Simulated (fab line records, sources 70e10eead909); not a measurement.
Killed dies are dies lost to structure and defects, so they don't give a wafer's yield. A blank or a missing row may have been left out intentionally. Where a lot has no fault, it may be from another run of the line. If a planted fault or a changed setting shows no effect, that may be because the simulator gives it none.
Struck lot and sound lot, side by side | flow nand harc | 14 out of 1302 route steps
Sound: wafers L870.1, L870.3, L870.4. Struck: wafers L887.2, L887.3. The cause is given at the end.
Per side, at each step with rows, come the tool, then ch with its chambers, and then its first start. Under that, the readings that differ: sound wafers | struck wafers | difference of the means | sigmas: that difference in standard deviations of wafers without a fault.
alike: words and numbers the same on both sides, and readings whose means are apart by under 2 such deviations; not compared: readings that were withheld, readings missing a value for some wafer, numbers with overlapping values and no deviation given by the record, and bounds like >300 which may hide the same value.
Wherever a step has rows on one side only, a row that says differs or no value, or a row with sigmas, the two part there. When numbers do not overlap yet have no deviation, they are printed without sigmas and do not part them. A reading that every wafer of one side lacks parts them only if that side has two wafers or more.

NHARC_A_ONON_D1_INSPECT_32:
  struck on defect inspect-02, day 17 08:38; sound on defect inspect-02, day 9 22:56
  alike: raw defect count
NHARC_A_CHANNEL_HOLE_D1_DEP_00: deposits aC, target thk 3100 nm.
  sound on acl dep-03 ch 0, day 9 23:00; struck on acl dep-01 ch 0, day 17 10:58
  alike: throttle valve pct
NHARC_A_CHANNEL_HOLE_D1_DEP_01: deposits SiON, target thk 140 nm.
  sound on pecvd-01 ch 0,2, day 10 00:55; struck on pecvd-01 ch 0,2, day 17 12:34
  alike: heater power w
then, 8 steps without rows for these wafers: NHARC_A_CHANNEL_HOLE_D1_DEHYDRATE_02 (time 120 s); NHARC_A_CHANNEL_HOLE_D1_HMDS_03 (time 30 s); NHARC_A_CHANNEL_HOLE_D1_COAT_36 (time 75 s); NHARC_A_CHANNEL_HOLE_D1_COAT_37 (time 65 s); NHARC_A_CHANNEL_HOLE_D1_COAT_04 (resist thk 90 nm); NHARC_A_CHANNEL_HOLE_D1_SOFTBAKE_05 (time 55 s); NHARC_A_CHANNEL_HOLE_D1_EBR_06; NHARC_A_CHANNEL_HOLE_D1_EXPOSE_07 (exposes mask HOLE D1, target cd 100 nm).
NHARC_A_CHANNEL_HOLE_D1_PEB_08: peb time 65 s.
  sound on litho track-01 ch 0, day 10 01:34; struck on litho track-06 ch 0, day 17 13:13
  reading          | sound             | struck        | difference | sigmas
  plate temp C (C) | 99.91 99.87 99.87 | 100.57 100.65 | +0.73      | +6
  alike: chill plate temp C, heater power total W
then, 1 step without rows for these wafers: NHARC_A_CHANNEL_HOLE_D1_DEVELOP_09 (develop time 35 s).
-- the record jumps here: 16 days lie between the struck wafers' starts before and after (it left off in module A_CHANNEL_HOLE_D1 and takes up again in module END, whose first step shown is number 1302 of the route) --
NHARC_END_SORT_01:
  the record has rows for the struck wafers here (prober-01 ch 0, day 33 13:05) and none for the sound ones

== WHERE THEY PART ==
Last at NHARC_END_SORT_01 as far as this record goes, first at NHARC_A_CHANNEL_HOLE_D1_PEB_08.

WHY: whatever the simulator had introduced
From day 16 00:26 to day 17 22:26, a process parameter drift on litho track-06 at NHARC_A_CHANNEL_HOLE_D1_PEB_08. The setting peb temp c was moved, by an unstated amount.
